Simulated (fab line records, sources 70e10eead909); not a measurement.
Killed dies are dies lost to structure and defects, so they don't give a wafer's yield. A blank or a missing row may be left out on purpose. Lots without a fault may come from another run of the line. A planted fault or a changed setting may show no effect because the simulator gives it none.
Chamber matching | flow nand_harc | NHARC_A_CONTACT_DESCUM_74 on rie_diel-09: 4 sister chambers
The step chemistry O2, time 3 s. 14 wafers are shown with their chamber, then 7 later ones without.

WAFERS WITH THEIR CHAMBER
wafer  | chamber | showerhead_plenum_p_Torr (Torr) | rf_vpp_V (V) | oes_product_au (a.u.)
L074.2 | 3       | 1.95                            | 58.6         | 0.996
L074.3 | 1       | 1.82                            | 56.8         | 0.984
L074.6 | 3       | 1.95                            | 57.9         | 0.990
L076.2 | 3       | 1.94                            | 57.2         | 1.002
L076.5 | 1       | 1.81                            | 57.7         | 0.998
L076.6 | 0       | 1.81                            | 57.6         | 1.012
L081.1 | 3       | 1.94                            | 58.4         | 1.000
L081.3 | 0       | 1.80                            | 57.0         | 1.002
L081.5 | 0       | 1.80                            | 57.0         | 1.000
L084.4 | 1       | 1.80                            | 56.0         | 1.004
L084.5 | 3       | 1.93                            | 58.8         | 0.996
L084.6 | 2       | 1.90                            | 58.0         | 1.005
L087.2 | 1       | 1.80                            | 57.7         | 1.000
L087.3 | 0       | 1.79                            | 55.6         | 1.007

SIGNATURES (means of the wafers above)
reading                  | chamber 0 | chamber 1 | chamber 2 | chamber 3 | scatter within a chamber
showerhead_plenum_p_Torr | 1.8000    | 1.8075    | 1.9000    | 1.9420    | 0.00869
rf_vpp_V                 | 56.800    | 57.050    | 58.000    | 58.180    | 0.763
oes_product_au           | 1.00525   | 0.99650   | 1.00500   | 0.99680   | 0.00631
Rule: a wafer's distance from a chamber is the root of the sum, over the readings, of the square of ((its reading less the chamber's mean) divided by the reading's scatter). The wafer belongs to the nearest chamber; if the next one is less than 2 further off, it can't be placed. The scatter: the root of (the sum of the squares of (reading less its chamber's mean) over the shown wafers, divided by (wafers less chambers)).

WAFERS WITHOUT THEIR CHAMBER
wafer  | showerhead_plenum_p_Torr (Torr) | rf_vpp_V (V) | oes_product_au (a.u.)
L087.4 | 1.90                            | 57.0         | 1.011
L089.3 | 1.93                            | 58.7         | 0.995
L089.5 | 1.89                            | 58.4         | 1.006
L089.6 | 1.93                            | 56.1         | 0.998
L094.2 | 1.89                            | 57.8         | 1.007
L094.4 | 1.92                            | 59.2         | 0.987
L094.5 | 1.89                            | 57.7         | 0.997

WHICH CHAMBER EACH WENT THROUGH
wafer  | from the rows above     | in truth
L087.4 | 2                       | 2
L089.3 | 3                       | 3
L089.5 | 2                       | 2
L089.6 | can't be placed: 3 or 2 | 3
L094.2 | 2                       | 2
L094.4 | can't be placed: 3 or 2 | 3
L094.5 | 2                       | 2
Placed correctly: 5 of 7. Can't be placed from these rows: 2 (the true chamber is among the candidates in 2). Placed wrongly: 0.
